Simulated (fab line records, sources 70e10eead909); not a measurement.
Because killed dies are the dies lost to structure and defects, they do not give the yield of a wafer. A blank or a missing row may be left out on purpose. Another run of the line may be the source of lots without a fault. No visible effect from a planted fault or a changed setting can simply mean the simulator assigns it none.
Which of the tools did it? / flow nand harc / 24 lots, 72 wafers sampled, at 6 steps of a route of 1159

## WHAT EACH GAUGE READ, for each wafer
NHARC_A_SOURCE_PLATE_THK_MEAS_06: measures by ellipsometry. Usual: thk nm at 200.1 nm, with a standard deviation of 1.9.
lot=L074; measured=day 7 12:22; on=film metro-01; thk nm (nm)=201.6 201.8 201.9; flag=
lot=L075; measured=day 8 04:02; on=film metro-02; thk nm (nm)=204.8 202.0 201.7; flag=
lot=L076; measured=day 8 04:02; on=film metro-01; thk nm (nm)=199.4 196.1 198.6; flag=
lot=L077; measured=day 8 04:02; on=film metro-01; thk nm (nm)=200.2 201.1 199.8; flag=
lot=L078; measured=day 8 13:29; on=film metro-01; thk nm (nm)=194.7 198.3 200.0; flag=
lot=L079; measured=day 8 19:40; on=film metro-01; thk nm (nm)=199.3 198.3 198.2; flag=
lot=L080; measured=day 8 23:14; on=film metro-01; thk nm (nm)=197.7 200.1 197.1; flag=
lot=L081; measured=day 8 23:14; on=film metro-02; thk nm (nm)=200.4 201.8 201.2; flag=
lot=L083; measured=day 9 15:10; on=film metro-01; thk nm (nm)=197.9 198.0 202.4; flag=
lot=L084; measured=day 9 15:10; on=film metro-01; thk nm (nm)=199.6 197.3 198.4; flag=
lot=L082; measured=day 9 15:10; on=film metro-02; thk nm (nm)=198.6 196.2 198.9; flag=
lot=L085; measured=day 10 08:31; on=film metro-02; thk nm (nm)=200.8 199.8 200.7; flag=
lot=L087; measured=day 10 17:59; on=film metro-02; thk nm (nm)=199.5 200.3 200.0; flag=
lot=L086; measured=day 10 17:59; on=film metro-01; thk nm (nm)=199.0 198.4 200.2; flag=
lot=L088; measured=day 11 11:58; on=film metro-02; thk nm (nm)=196.6 197.9 198.0; flag=
lot=L089; measured=day 11 14:56; on=film metro-01; thk nm (nm)=201.3 199.7 202.7; flag=
lot=L090; measured=day 11 14:56; on=film metro-01; thk nm (nm)=201.6 203.7 201.0; flag=
lot=L091; measured=day 11 14:56; on=film metro-02; thk nm (nm)=200.3 204.3 200.2; flag=
lot=L092; measured=day 11 21:30; on=film metro-02; thk nm (nm)=199.3 201.1 201.3; flag=
lot=L093; measured=day 11 21:30; on=film metro-01; thk nm (nm)=200.1 199.6 200.1; flag=
lot=L094; measured=day 12 20:58; on=film metro-02; thk nm (nm)=198.2 198.5 200.4; flag=
lot=L095; measured=day 12 20:58; on=film metro-01; thk nm (nm)=202.7 203.4 200.6; flag=
lot=L096; measured=day 12 20:57; on=film metro-02; thk nm (nm)=200.9 202.9 200.1; flag=
lot=L097; measured=day 12 20:58; on=film metro-01; thk nm (nm)=200.1 201.5 198.5; flag=

NHARC_A_ONON_D1_THK_MEAS_08: measures by ellipsometry. Usual: thk nm at 1003 nm, with a standard deviation of 10.
lot=L074; measured=day 7 14:10; on=film metro-01; thk nm (nm)=981 983 982; flag=
lot=L075; measured=day 8 05:50; on=film metro-02; thk nm (nm)=1011 1013 1013; flag=
lot=L076; measured=day 8 05:50; on=film metro-02; thk nm (nm)=1011 1012 1010; flag=
lot=L077; measured=day 8 05:50; on=film metro-01; thk nm (nm)=1011 1011 1011; flag=
lot=L078; measured=day 8 15:32; on=film metro-02; thk nm (nm)=1011 1013 1011; flag=
lot=L079; measured=day 8 21:29; on=film metro-02; thk nm (nm)=1000 1000 1000; flag=
lot=L080; measured=day 9 01:00; on=film metro-01; thk nm (nm)=1008 1007 1006; flag=
lot=L081; measured=day 9 01:01; on=film metro-02; thk nm (nm)=1026 1027 1026; flag=
lot=L083; measured=day 9 17:17; on=film metro-01; thk nm (nm)=1000 1002 1001; flag=
lot=L084; measured=day 9 16:56; on=film metro-02; thk nm (nm)=1004 1004 1006; flag=
lot=L082; measured=day 9 17:04; on=film metro-01; thk nm (nm)=1009 1006 1008; flag=
lot=L085; measured=day 10 10:17; on=film metro-02; thk nm (nm)=990 991 991; flag=
lot=L087; measured=day 10 19:47; on=film metro-01; thk nm (nm)=1005 1006 1005; flag=
lot=L086; measured=day 10 19:48; on=film metro-02; thk nm (nm)=996 996 993; flag=
lot=L088; measured=day 11 13:45; on=film metro-01; thk nm (nm)=1008 1006 1005; flag=
lot=L089; measured=day 11 16:46; on=film metro-01; thk nm (nm)=997 998 997; flag=
lot=L090; measured=day 11 16:43; on=film metro-02; thk nm (nm)=996 996 996; flag=
lot=L091; measured=day 11 16:46; on=film metro-02; thk nm (nm)=1015 1015 1014; flag=
lot=L092; measured=day 11 23:20; on=film metro-01; thk nm (nm)=1015 1015 1016; flag=
lot=L093; measured=day 11 23:19; on=film metro-01; thk nm (nm)=994 994 993; flag=
lot=L094; measured=day 12 22:45; on=film metro-02; thk nm (nm)=986 985 986; flag=
lot=L095; measured=day 12 22:51; on=film metro-02; thk nm (nm)=1001 1000 1000; flag=
lot=L096; measured=day 12 22:47; on=film metro-02; thk nm (nm)=1007 1006 1007; flag=
lot=L097; measured=day 12 23:06; on=film metro-02; thk nm (nm)=987 987 989; flag=

NHARC_A_CHANNEL_HOLE_D1_CD_MEAS_10: target cd 100 nm. Usual: cd nm at 99.9 nm, with a standard deviation of 0.57.
lot=L074; measured=day 8 05:28; on=cd sem-02; cd nm (nm)=100.2 99.6 100.1; flag=
lot=L075; measured=day 8 21:06; on=cd sem-03; cd nm (nm)=99.8 100.2 99.5; flag=
lot=L076; measured=day 8 21:30; on=cd sem-03; cd nm (nm)=99.9 99.5 100.3; flag=
lot=L077; measured=day 8 20:09; on=cd sem-02; cd nm (nm)=99.9 100.6 101.1; flag=
lot=L078; measured=day 9 06:29; on=cd sem-01; cd nm (nm)=99.6 99.2 99.5; flag=
lot=L079; measured=day 9 11:13; on=cd sem-02; cd nm (nm)=100.8 99.2 98.5; flag=
lot=L080; measured=day 9 14:38; on=cd sem-03; cd nm (nm)=99.7 99.7 99.4; flag=
lot=L081; measured=day 9 14:50; on=cd sem-01; cd nm (nm)=100.4 100.3 100.9; flag=
lot=L083; measured=day 10 08:10; on=cd sem-03; cd nm (nm)=98.7 100.0 100.4; flag=
lot=L084; measured=day 10 08:26; on=cd sem-02; cd nm (nm)=100.1 99.4 100.8; flag=
lot=L082; measured=day 10 06:51; on=cd sem-01; cd nm (nm)=100.1 99.9 100.1; flag=
lot=L085; measured=day 11 02:22; on=cd sem-02; cd nm (nm)=99.8 100.0 99.8; flag=
lot=L087; measured=day 11 10:29; on=cd sem-01; cd nm (nm)=99.6 99.3 99.7; flag=
lot=L086; measured=day 11 10:44; on=cd sem-03; cd nm (nm)=100.1 100.1 100.9; flag=
lot=L088; measured=day 12 06:54; on=cd sem-01; cd nm (nm)=100.2 99.8 100.4; flag=
lot=L089; measured=day 12 08:55; on=cd sem-03; cd nm (nm)=99.8 100.1 99.8; flag=
lot=L090; measured=day 12 06:32; on=cd sem-03; cd nm (nm)=99.4 100.0 100.0; flag=
lot=L091; measured=day 12 07:03; on=cd sem-01; cd nm (nm)=100.2 100.1 98.7; flag=
lot=L092; measured=day 12 14:21; on=cd sem-01; cd nm (nm)=99.5 100.2 100.6; flag=
lot=L093; measured=day 12 16:04; on=cd sem-03; cd nm (nm)=99.4 100.7 99.0; flag=
lot=L094; measured=day 13 15:50; on=cd sem-02; cd nm (nm)=99.5 99.4 100.3; flag=
lot=L095; measured=day 13 17:50; on=cd sem-02; cd nm (nm)=100.8 99.5 99.8; flag=
lot=L096; measured=day 13 14:59; on=cd sem-01; cd nm (nm)=99.9 100.9 99.3; flag=
lot=L097; measured=day 13 17:06; on=cd sem-01; cd nm (nm)=100.9 100.3 101.2; flag=

## WHICH TOOL RAN EACH LOT (tool, then ch and the chambers of the sampled wafers, then the start)
lot=L074; NHARC_P_BONDPAD_ETCH_12=rie diel-05 ch 2,3, day 7 12:22 or earlier; NHARC_P_BONDPAD_PVD_27=pvd sputter-02, day 7 12:22 or earlier; NHARC_A_CHANNEL_HOLE_D1_DEP_01=pecvd-04 ch 1,2, day 8 04:46
lot=L075; NHARC_P_BONDPAD_ETCH_12=rie diel-02 ch 0,1,3, day 8 04:02 or earlier; NHARC_P_BONDPAD_PVD_27=pvd sputter-01, day 8 04:02 or earlier; NHARC_A_CHANNEL_HOLE_D1_DEP_01=pecvd-03 ch 0,2, day 8 20:25
lot=L076; NHARC_P_BONDPAD_ETCH_12=rie diel-02 ch 0,1, day 8 04:02 or earlier; NHARC_P_BONDPAD_PVD_27=pvd sputter-01, day 8 04:02 or earlier; NHARC_A_CHANNEL_HOLE_D1_DEP_01=pecvd-01 ch 0,1,2, day 8 20:47
lot=L077; NHARC_P_BONDPAD_ETCH_12=rie diel-02 ch 0,2,3, day 8 04:02 or earlier; NHARC_P_BONDPAD_PVD_27=pvd sputter-01, day 8 04:02 or earlier; NHARC_A_CHANNEL_HOLE_D1_DEP_01=pecvd-01 ch 1,2, day 8 19:25
lot=L078; NHARC_P_BONDPAD_ETCH_12=rie diel-05 ch 0,2,3, day 8 13:29 or earlier; NHARC_P_BONDPAD_PVD_27=pvd sputter-01, day 8 13:29 or earlier; NHARC_A_CHANNEL_HOLE_D1_DEP_01=pecvd-03 ch 0,1, day 9 05:46
lot=L079; NHARC_P_BONDPAD_ETCH_12=rie diel-02 ch 0,1,3, day 8 19:40 or earlier; NHARC_P_BONDPAD_PVD_27=pvd sputter-02, day 8 19:40 or earlier; NHARC_A_CHANNEL_HOLE_D1_DEP_01=pecvd-03 ch 0,2, day 9 10:39
lot=L080; NHARC_P_BONDPAD_ETCH_12=rie diel-02 ch 1,2,3, day 8 23:14 or earlier; NHARC_P_BONDPAD_PVD_27=pvd sputter-02, day 8 23:14 or earlier; NHARC_A_CHANNEL_HOLE_D1_DEP_01=pecvd-03 ch 1,2, day 9 14:02
lot=L081; NHARC_P_BONDPAD_ETCH_12=rie diel-02 ch 0,1,3, day 8 23:14 or earlier; NHARC_P_BONDPAD_PVD_27=pvd sputter-02, day 8 23:14 or earlier; NHARC_A_CHANNEL_HOLE_D1_DEP_01=pecvd-01 ch 0,2, day 9 14:08
lot=L083; NHARC_P_BONDPAD_ETCH_12=rie diel-02 ch 0,3, day 9 15:10 or earlier; NHARC_P_BONDPAD_PVD_27=pvd sputter-03, day 9 15:10 or earlier; NHARC_A_CHANNEL_HOLE_D1_DEP_01=pecvd-03 ch 1,2, day 10 07:36
lot=L084; NHARC_P_BONDPAD_ETCH_12=rie diel-02 ch 0,3, day 9 15:10 or earlier; NHARC_P_BONDPAD_PVD_27=pvd sputter-02, day 9 15:10 or earlier; NHARC_A_CHANNEL_HOLE_D1_DEP_01=pecvd-04 ch 0,2, day 10 07:43
lot=L082; NHARC_P_BONDPAD_ETCH_12=rie diel-02 ch 0,1,3, day 9 15:10 or earlier; NHARC_P_BONDPAD_PVD_27=pvd sputter-03, day 9 15:10 or earlier; NHARC_A_CHANNEL_HOLE_D1_DEP_01=pecvd-03 ch 0,1, day 10 06:07
lot=L085; NHARC_P_BONDPAD_ETCH_12=rie diel-02 ch 0,1,2, day 10 08:31 or earlier; NHARC_P_BONDPAD_PVD_27=pvd sputter-03, day 10 08:31 or earlier; NHARC_A_CHANNEL_HOLE_D1_DEP_01=pecvd-03 ch 0,2, day 11 01:34
lot=L087; NHARC_P_BONDPAD_ETCH_12=rie diel-02 ch 1,3, day 10 17:59 or earlier; NHARC_P_BONDPAD_PVD_27=pvd sputter-01, day 10 17:59 or earlier; NHARC_A_CHANNEL_HOLE_D1_DEP_01=pecvd-03 ch 0,2, day 11 09:43
lot=L086; NHARC_P_BONDPAD_ETCH_12=rie diel-02 ch 0,2, day 10 17:59 or earlier; NHARC_P_BONDPAD_PVD_27=pvd sputter-03, day 10 17:59 or earlier; NHARC_A_CHANNEL_HOLE_D1_DEP_01=pecvd-03 ch 0,2, day 11 09:56
lot=L088; NHARC_P_BONDPAD_ETCH_12=rie diel-02 ch 0,2,3, day 11 11:58 or earlier; NHARC_P_BONDPAD_PVD_27=pvd sputter-03, day 11 11:58 or earlier; NHARC_A_CHANNEL_HOLE_D1_DEP_01=pecvd-01 ch 0,1,2, day 12 06:12
lot=L089; NHARC_P_BONDPAD_ETCH_12=rie diel-02 ch 1,3, day 11 14:56 or earlier; NHARC_P_BONDPAD_PVD_27=pvd sputter-02, day 11 14:56 or earlier; NHARC_A_CHANNEL_HOLE_D1_DEP_01=pecvd-04 ch 0,2, day 12 08:05
lot=L090; NHARC_P_BONDPAD_ETCH_12=rie diel-02 ch 0,2,3, day 11 14:56 or earlier; NHARC_P_BONDPAD_PVD_27=pvd sputter-03, day 11 14:56 or earlier; NHARC_A_CHANNEL_HOLE_D1_DEP_01=pecvd-04 ch 0,2, day 12 05:44
lot=L091; NHARC_P_BONDPAD_ETCH_12=rie diel-11 ch 0,1,3, day 11 14:56 or earlier; NHARC_P_BONDPAD_PVD_27=pvd sputter-02, day 11 14:56 or earlier; NHARC_A_CHANNEL_HOLE_D1_DEP_01=pecvd-03 ch 0,1,2, day 12 06:22
lot=L092; NHARC_P_BONDPAD_ETCH_12=rie diel-02 ch 1,2,3, day 11 21:30 or earlier; NHARC_P_BONDPAD_PVD_27=pvd sputter-02, day 11 21:30 or earlier; NHARC_A_CHANNEL_HOLE_D1_DEP_01=pecvd-04 ch 0,2, day 12 13:32
lot=L093; NHARC_P_BONDPAD_ETCH_12=rie diel-11 ch 0,1,2, day 11 21:30 or earlier; NHARC_P_BONDPAD_PVD_27=pvd sputter-02, day 11 21:30 or earlier; NHARC_A_CHANNEL_HOLE_D1_DEP_01=pecvd-01 ch 0,1, day 12 15:20
lot=L094; NHARC_P_BONDPAD_ETCH_12=rie diel-02 ch 0,1,2, day 12 20:58 or earlier; NHARC_P_BONDPAD_PVD_27=pvd sputter-01, day 12 20:58 or earlier; NHARC_A_CHANNEL_HOLE_D1_DEP_01=pecvd-04 ch 0,1, day 13 15:16
lot=L095; NHARC_P_BONDPAD_ETCH_12=rie diel-05 ch 0,2,3, day 12 20:58 or earlier; NHARC_P_BONDPAD_PVD_27=pvd sputter-02, day 12 20:58 or earlier; NHARC_A_CHANNEL_HOLE_D1_DEP_01=pecvd-01 ch 0,2, day 13 17:12
lot=L096; NHARC_P_BONDPAD_ETCH_12=rie diel-05 ch 1,3, day 12 20:57 or earlier; NHARC_P_BONDPAD_PVD_27=pvd sputter-01, day 12 20:57 or earlier; NHARC_A_CHANNEL_HOLE_D1_DEP_01=pecvd-04 ch 0,1,2, day 13 14:19
lot=L097; NHARC_P_BONDPAD_ETCH_12=rie diel-11 ch 1,2, day 12 20:58 or earlier; NHARC_P_BONDPAD_PVD_27=pvd sputter-02, day 12 20:58 or earlier; NHARC_A_CHANNEL_HOLE_D1_DEP_01=pecvd-01 ch 0, day 13 16:17
- NHARC_P_BONDPAD_ETCH_12: etches the open film in CHF3/O2, target depth 200 nm, time 100 s.
- NHARC_P_BONDPAD_PVD_27: deposits Cu, target thk 30 nm, time 20.49 s.
- NHARC_A_CHANNEL_HOLE_D1_DEP_01: deposits SiON, target thk 140 nm.

## WHAT THE TOOLS THEMSELVES READ (means of the sampled wafers that have a number; where no wafer has one, the mark that the record gives instead)
NHARC_P_BONDPAD_ETCH_12. Usual: drypump motor current A 5.8 A, standard deviation 0.65; oes product au 0.943 a.u., standard deviation 0.022; rf vpp V 371.0 V, standard deviation 2.4; showerhead plenum p Torr 2.43 Torr, standard deviation 0.11; throttle valve pct 20.573 %, standard deviation 0.0086.
lot=L074; tool=rie diel-05; drypump motor current A (A)=6.4; oes product au (a.u.)=0.934; rf vpp V (V)=368.8; showerhead plenum p Torr (Torr)=2.28; throttle valve pct (%)=20.578; flag=
lot=L075; tool=rie diel-02; drypump motor current A (A)=5.6; oes product au (a.u.)=0.925; rf vpp V (V)=371.4; showerhead plenum p Torr (Torr)=2.42; throttle valve pct (%)=20.566; flag=
lot=L076; tool=rie diel-02; drypump motor current A (A)=5.1; oes product au (a.u.)=0.981; rf vpp V (V)=369.1; showerhead plenum p Torr (Torr)=2.35; throttle valve pct (%)=20.566; flag=
lot=L077; tool=rie diel-02; drypump motor current A (A)=5.9; oes product au (a.u.)=0.924; rf vpp V (V)=371.0; showerhead plenum p Torr (Torr)=2.43; throttle valve pct (%)=20.566; flag=
lot=L078; tool=rie diel-05; drypump motor current A (A)=5.8; oes product au (a.u.)=0.925; rf vpp V (V)=368.6; showerhead plenum p Torr (Torr)=2.32; throttle valve pct (%)=20.579; flag=
lot=L079; tool=rie diel-02; drypump motor current A (A)=5.6; oes product au (a.u.)=0.968; rf vpp V (V)=371.0; showerhead plenum p Torr (Torr)=2.42; throttle valve pct (%)=20.575; flag=
lot=L080; tool=rie diel-02; drypump motor current A (A)=6.0; oes product au (a.u.)=0.951; rf vpp V (V)=372.9; showerhead plenum p Torr (Torr)=2.50; throttle valve pct (%)=20.574; flag=
lot=L081; tool=rie diel-02; drypump motor current A (A)=5.6; oes product au (a.u.)=0.943; rf vpp V (V)=371.0; showerhead plenum p Torr (Torr)=2.42; throttle valve pct (%)=20.579; flag=
lot=L083; tool=rie diel-02; drypump motor current A (A)=5.5; oes product au (a.u.)=0.960; rf vpp V (V)=369.3; showerhead plenum p Torr (Torr)=2.34; throttle valve pct (%)=20.580; flag=
lot=L084; tool=rie diel-02; drypump motor current A (A)=5.5; oes product au (a.u.)=0.966; rf vpp V (V)=369.0; showerhead plenum p Torr (Torr)=2.34; throttle valve pct (%)=20.572; flag=
lot=L082; tool=rie diel-02; drypump motor current A (A)=5.6; oes product au (a.u.)=0.927; rf vpp V (V)=370.7; showerhead plenum p Torr (Torr)=2.42; throttle valve pct (%)=20.575; flag=
lot=L085; tool=rie diel-02; drypump motor current A (A)=5.5; oes product au (a.u.)=0.924; rf vpp V (V)=371.1; showerhead plenum p Torr (Torr)=2.44; throttle valve pct (%)=20.566; flag=
lot=L087; tool=rie diel-02; drypump motor current A (A)=5.7; oes product au (a.u.)=0.927; rf vpp V (V)=372.7; showerhead plenum p Torr (Torr)=2.49; throttle valve pct (%)=20.565; flag=
lot=L086; tool=rie diel-02; drypump motor current A (A)=5.8; oes product au (a.u.)=0.966; rf vpp V (V)=371.4; showerhead plenum p Torr (Torr)=2.45; throttle valve pct (%)=20.575; flag=
lot=L088; tool=rie diel-02; drypump motor current A (A)=5.9; oes product au (a.u.)=0.931; rf vpp V (V)=370.2; showerhead plenum p Torr (Torr)=2.42; throttle valve pct (%)=20.578; flag=
lot=L089; tool=rie diel-02; drypump motor current A (A)=5.7; oes product au (a.u.)=0.931; rf vpp V (V)=372.4; showerhead plenum p Torr (Torr)=2.49; throttle valve pct (%)=20.573; flag=
lot=L090; tool=rie diel-02; drypump motor current A (A)=5.9; oes product au (a.u.)=0.980; rf vpp V (V)=371.1; showerhead plenum p Torr (Torr)=2.42; throttle valve pct (%)=20.575; flag=
lot=L091; tool=rie diel-11; drypump motor current A (A)=6.1; oes product au (a.u.)=0.924; rf vpp V (V)=370.8; showerhead plenum p Torr (Torr)=2.38; throttle valve pct (%)=20.567; flag=
lot=L092; tool=rie diel-02; drypump motor current A (A)=6.0; oes product au (a.u.)=0.955; rf vpp V (V)=372.7; showerhead plenum p Torr (Torr)=2.50; throttle valve pct (%)=20.567; flag=
lot=L093; tool=rie diel-11; drypump motor current A (A)=5.9; oes product au (a.u.)=0.918; rf vpp V (V)=371.8; showerhead plenum p Torr (Torr)=2.48; throttle valve pct (%)=20.574; flag=
lot=L094; tool=rie diel-02; drypump motor current A (A)=5.5; oes product au (a.u.)=0.929; rf vpp V (V)=371.3; showerhead plenum p Torr (Torr)=2.44; throttle valve pct (%)=20.574; flag=
lot=L095; tool=rie diel-05; drypump motor current A (A)=5.8; oes product au (a.u.)=0.975; rf vpp V (V)=368.5; showerhead plenum p Torr (Torr)=2.31; throttle valve pct (%)=20.566; flag=
lot=L096; tool=rie diel-05; drypump motor current A (A)=6.0; oes product au (a.u.)=0.967; rf vpp V (V)=368.2; showerhead plenum p Torr (Torr)=2.33; throttle valve pct (%)=20.572; flag=
lot=L097; tool=rie diel-11; drypump motor current A (A)=5.8; oes product au (a.u.)=0.919; rf vpp V (V)=373.9; showerhead plenum p Torr (Torr)=2.58; throttle valve pct (%)=20.577; flag=

NHARC_P_BONDPAD_PVD_27. Usual: throttle valve pct at 30.1 %, with a standard deviation of 1.2.
lot=L074; tool=pvd sputter-02; throttle valve pct (%)=32.3; flag=
lot=L075; tool=pvd sputter-01; throttle valve pct (%)=30.0; flag=
lot=L076; tool=pvd sputter-01; throttle valve pct (%)=30.0; flag=
lot=L077; tool=pvd sputter-01; throttle valve pct (%)=31.0; flag=
lot=L078; tool=pvd sputter-01; throttle valve pct (%)=29.7; flag=
lot=L079; tool=pvd sputter-02; throttle valve pct (%)=30.3; flag=
lot=L080; tool=pvd sputter-02; throttle valve pct (%)=29.8; flag=
lot=L081; tool=pvd sputter-02; throttle valve pct (%)=30.3; flag=
lot=L083; tool=pvd sputter-03; throttle valve pct (%)=29.6; flag=
lot=L084; tool=pvd sputter-02; throttle valve pct (%)=29.9; flag=
lot=L082; tool=pvd sputter-03; throttle valve pct (%)=30.0; flag=
lot=L085; tool=pvd sputter-03; throttle valve pct (%)=29.5; flag=
lot=L087; tool=pvd sputter-01; throttle valve pct (%)=29.9; flag=
lot=L086; tool=pvd sputter-03; throttle valve pct (%)=30.1; flag=
lot=L088; tool=pvd sputter-03; throttle valve pct (%)=29.3; flag=
lot=L089; tool=pvd sputter-02; throttle valve pct (%)=30.2; flag=
lot=L090; tool=pvd sputter-03; throttle valve pct (%)=28.7; flag=
lot=L091; tool=pvd sputter-02; throttle valve pct (%)=30.5; flag=
lot=L092; tool=pvd sputter-02; throttle valve pct (%)=30.2; flag=
lot=L093; tool=pvd sputter-02; throttle valve pct (%)=30.1; flag=
lot=L094; tool=pvd sputter-01; throttle valve pct (%)=29.8; flag=
lot=L095; tool=pvd sputter-02; throttle valve pct (%)=31.6; flag=
lot=L096; tool=pvd sputter-01; throttle valve pct (%)=29.9; flag=
lot=L097; tool=pvd sputter-02; throttle valve pct (%)=30.7; flag=

NHARC_A_CHANNEL_HOLE_D1_DEP_01. Usual: heater power w 747 W, standard deviation 100; susceptor temp C 400.03 C, standard deviation 0.23.
lot=L074; tool=pecvd-04; heater power w (W)=775; susceptor temp C (C)=399.87; flag=
lot=L075; tool=pecvd-03; heater power w (W)=719; susceptor temp C (C)=399.96; flag=
lot=L076; tool=pecvd-01; heater power w (W)=712; susceptor temp C (C)=399.90; flag=
lot=L077; tool=pecvd-01; heater power w (W)=625; susceptor temp C (C)=399.64; flag=
lot=L078; tool=pecvd-03; heater power w (W)=754; susceptor temp C (C)=400.14; flag=
lot=L079; tool=pecvd-03; heater power w (W)=799; susceptor temp C (C)=400.04; flag=
lot=L080; tool=pecvd-03; heater power w (W)=688; susceptor temp C (C)=399.82; flag=
lot=L081; tool=pecvd-01; heater power w (W)=691; susceptor temp C (C)=400.05; flag=
lot=L083; tool=pecvd-03; heater power w (W)=792; susceptor temp C (C)=400.11; flag=
lot=L084; tool=pecvd-04; heater power w (W)=669; susceptor temp C (C)=399.88; flag=
lot=L082; tool=pecvd-03; heater power w (W)=775; susceptor temp C (C)=399.82; flag=
lot=L085; tool=pecvd-03; heater power w (W)=794; susceptor temp C (C)=400.11; flag=
lot=L087; tool=pecvd-03; heater power w (W)=770; susceptor temp C (C)=399.89; flag=
lot=L086; tool=pecvd-03; heater power w (W)=819; susceptor temp C (C)=400.18; flag=
lot=L088; tool=pecvd-01; heater power w (W)=716; susceptor temp C (C)=399.98; flag=
lot=L089; tool=pecvd-04; heater power w (W)=724; susceptor temp C (C)=400.26; flag=
lot=L090; tool=pecvd-04; heater power w (W)=757; susceptor temp C (C)=399.96; flag=
lot=L091; tool=pecvd-03; heater power w (W)=761; susceptor temp C (C)=400.02; flag=
lot=L092; tool=pecvd-04; heater power w (W)=714; susceptor temp C (C)=400.00; flag=
lot=L093; tool=pecvd-01; heater power w (W)=784; susceptor temp C (C)=400.08; flag=
lot=L094; tool=pecvd-04; heater power w (W)=800; susceptor temp C (C)=400.17; flag=
lot=L095; tool=pecvd-01; heater power w (W)=738; susceptor temp C (C)=400.08; flag=
lot=L096; tool=pecvd-04; heater power w (W)=780; susceptor temp C (C)=400.09; flag=
lot=L097; tool=pecvd-01; heater power w (W)=931; susceptor temp C (C)=400.28; flag=

## THE ANSWER, worked out from the rows above alone
Rule: take the mean of a lot's wafers that have a number; if it is more than 3 standard deviations from the usual mean, the lot is off. Also off: a lot with no number at a reading for which 4 or more lots have one. Where the step has rows for the other lots, those lots are counted as sound. Order of review: gauges by route order, followed by the tools' own readings, for which a lot's mean as printed above is used. At the first step where some lot is off, the reading lying furthest off is the one used; lots without a number count as furthest.
No lot is off at any reading shown: from this, nothing can be told.

## WHAT THE SIMULATOR HAD PUT IN
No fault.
